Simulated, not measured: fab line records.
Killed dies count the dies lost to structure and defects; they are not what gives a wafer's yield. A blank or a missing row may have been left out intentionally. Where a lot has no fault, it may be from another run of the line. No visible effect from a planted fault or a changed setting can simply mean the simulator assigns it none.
Comparing a struck lot with a sound one :: flow nand_harc :: 14 out of 1159 route steps
Sound: these wafers, L561.1, L561.3, L561.5. Wafers L574.1, L574.2, L574.5 were the ones struck. The cause is named last.
Order at every step that has rows: each side's tool, ch and its chambers, its first start. Under that, the readings that differ: sound wafers :: struck wafers :: difference of the means :: sigmas: that difference in standard deviations of wafers without a fault.
alike: readings whose means differ by less than 2 such deviations, and words and numbers that are the same on both sides. not compared: withheld readings, readings that some wafer has no value for, bounds like >300 that may hide the same value, and numbers for which the record gives no deviation and whose values overlap.
Wherever a step has rows on one side only, a row that says differs or no value, or a row with sigmas, the two part there. Non-overlapping numbers with no deviation appear without sigmas and do not part them. Lack of a reading on every wafer of one side parts them only where that side has two or more wafers.

NHARC_A_ONON_D1_INSPECT_32:
  sound: defect_inspect-02 at day 8 22:59; struck: defect_inspect-02 at day 11 18:27
  alike: raw_defect_count
NHARC_A_CHANNEL_HOLE_D1_DEP_00: deposits aC, target thk 3100 nm.
  sound on acl_dep-03 ch 0, day 8 23:05; struck on acl_dep-02 ch 0, day 11 20:31
  alike: throttle_valve_pct
NHARC_A_CHANNEL_HOLE_D1_DEP_01: deposits SiON, target thk 140 nm.
  sound on pecvd-03 ch 0,1,2, day 9 00:59; struck on pecvd-02 ch 0,1,2, day 11 22:28
  alike: heater_power_w
then, 9 steps without rows for these wafers: NHARC_A_CHANNEL_HOLE_D1_DEHYDRATE_02 (time 120 s); NHARC_A_CHANNEL_HOLE_D1_HMDS_03 (time 30 s); NHARC_A_CHANNEL_HOLE_D1_COAT_36 (time 75 s); NHARC_A_CHANNEL_HOLE_D1_COAT_37 (time 65 s); NHARC_A_CHANNEL_HOLE_D1_COAT_04 (resist thk 90 nm); NHARC_A_CHANNEL_HOLE_D1_SOFTBAKE_05 (time 55 s); NHARC_A_CHANNEL_HOLE_D1_EBR_06; NHARC_A_CHANNEL_HOLE_D1_EXPOSE_07 (exposes mask HOLE D1, target cd 100 nm); NHARC_A_CHANNEL_HOLE_D1_PEB_08 (peb time 65 s).
NHARC_A_CHANNEL_HOLE_D1_DEVELOP_09: develop time 35 s.
  struck on litho_track-06, day 11 23:00; sound on litho_track-04 ch 0, day 9 01:00
  no value came back on the struck wafers for chill_plate_temp_C (C), develop_time_s (s), developer_temp_C (C); on the sound wafers chill_plate_temp_C (C) reads 22.93 23.05 22.87
NHARC_A_CHANNEL_HOLE_D1_CD_MEAS_10: the cd target is 100 nm.
  sound on cd_sem-02 ch 0, day 9 01:43; struck on cd_sem-02 ch 0, day 11 23:10
reading: cd_nm (nm)
sound: 99.9 99.7 99.5
struck: - - -
difference: no value on the struck wafers
sigmas: 

WHERE THEY PART
At NHARC_A_CHANNEL_HOLE_D1_DEVELOP_09 first; at NHARC_A_CHANNEL_HOLE_D1_CD_MEAS_10 last (within this record only).

WHY: what the simulator had put in
Entire step skipped (litho_track-06, NHARC_A_CHANNEL_HOLE_D1_DEVELOP_09), from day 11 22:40 onward. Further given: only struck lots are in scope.
